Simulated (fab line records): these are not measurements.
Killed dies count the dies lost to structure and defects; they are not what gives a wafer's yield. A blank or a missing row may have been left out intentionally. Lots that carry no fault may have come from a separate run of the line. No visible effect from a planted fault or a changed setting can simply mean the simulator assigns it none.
Matching of chambers + flow n5Finfet + N5_BEOL_M6_DESCUM_16 on rieDiel-03: 4 sister chambers
The step chemistry O2, time 7.9 s. 14 wafers are shown with their chamber, then 7 later ones without.

== WAFERS WITH THEIR CHAMBER ==
| wafer  | chamber | throttleValvePct (%) | showerheadPlenumPTorr (Torr) | oesProductAu (a.u.) |
|--------|---------|----------------------|------------------------------|---------------------|
| L074.2 | 3       | 20.70                | 2.13                         | 0.85                |
| L074.3 | 1       | 20.01                | 2.12                         | 0.87                |
| L074.5 | 0       | 20.42                | 2.09                         | 0.72                |
| L081.2 | 0       | 20.44                | 2.09                         | 0.71                |
| L081.5 | 2       | 20.41                | 1.91                         | 0.74                |
| L081.6 | 1       | 20.01                | 2.11                         | 0.85                |
| L082.2 | 1       | 20.01                | 2.11                         | 0.85                |
| L082.4 | 0       | 20.44                | 2.09                         | 0.71                |
| L082.5 | 1       | 20.02                | 2.12                         | 0.86                |
| L080.3 | 2       | 20.41                | 1.91                         | 0.73                |
| L080.4 | 3       | 20.72                | 2.12                         | 0.83                |
| L080.6 | 3       | 20.71                | 2.12                         | 0.84                |
| L084.1 | 3       | 20.73                | 2.12                         | 0.83                |
| L084.3 | 0       | 20.45                | 2.08                         | 0.70                |

SIGNATURES, as means of the wafers listed above
| reading               | chamber 0 | chamber 1 | chamber 2 | chamber 3 | scatter within a chamber |
|-----------------------|-----------|-----------|-----------|-----------|--------------------------|
| throttleValvePct      | 20.4375   | 20.0125   | 20.4100   | 20.7150   | 0.0102                   |
| showerheadPlenumPTorr | 2.0875    | 2.1150    | 1.9100    | 2.1225    | 0.005                    |
| oesProductAu          | 0.7100    | 0.8575    | 0.7350    | 0.8375    | 0.00894                  |
Rule: for each reading, subtract the chamber's mean from the wafer's reading, divide by that reading's scatter and square the result; add these up over the readings and take the root, which gives the wafer's distance from the chamber. The wafer belongs to the nearest chamber; if the next one is less than 2 further off, it can't be placed. The scatter: take each reading less its chamber's mean, square it, sum over the shown wafers, divide by the number of wafers less the number of chambers, and take the root.

== WAFERS WHOSE CHAMBER IS MISSING ==
| wafer  | throttleValvePct (%) | showerheadPlenumPTorr (Torr) | oesProductAu (a.u.) |
|--------|----------------------|------------------------------|---------------------|
| L084.4 | 20.02                | 2.11                         | 0.84                |
| L086.2 | 20.05                | 2.11                         | 0.83                |
| L086.4 | 20.47                | 2.08                         | 0.69                |
| L086.6 | 20.48                | 2.08                         | 0.69                |
| L088.1 | 20.45                | 1.90                         | 0.71                |
| L088.2 | 20.08                | 2.11                         | 0.82                |
| L088.4 | 20.77                | 2.11                         | 0.80                |

== EACH ONE'S CHAMBER ==
| wafer  | from the rows above | in truth |
|--------|---------------------|----------|
| L084.4 | 1                   | 1        |
| L086.2 | 1                   | 1        |
| L086.4 | 0                   | 0        |
| L086.6 | 0                   | 0        |
| L088.1 | 2                   | 2        |
| L088.2 | 1                   | 1        |
| L088.4 | 3                   | 3        |
Placed correctly: 7 of 7. Number that these rows cannot place: 0. Number placed wrongly: 0.
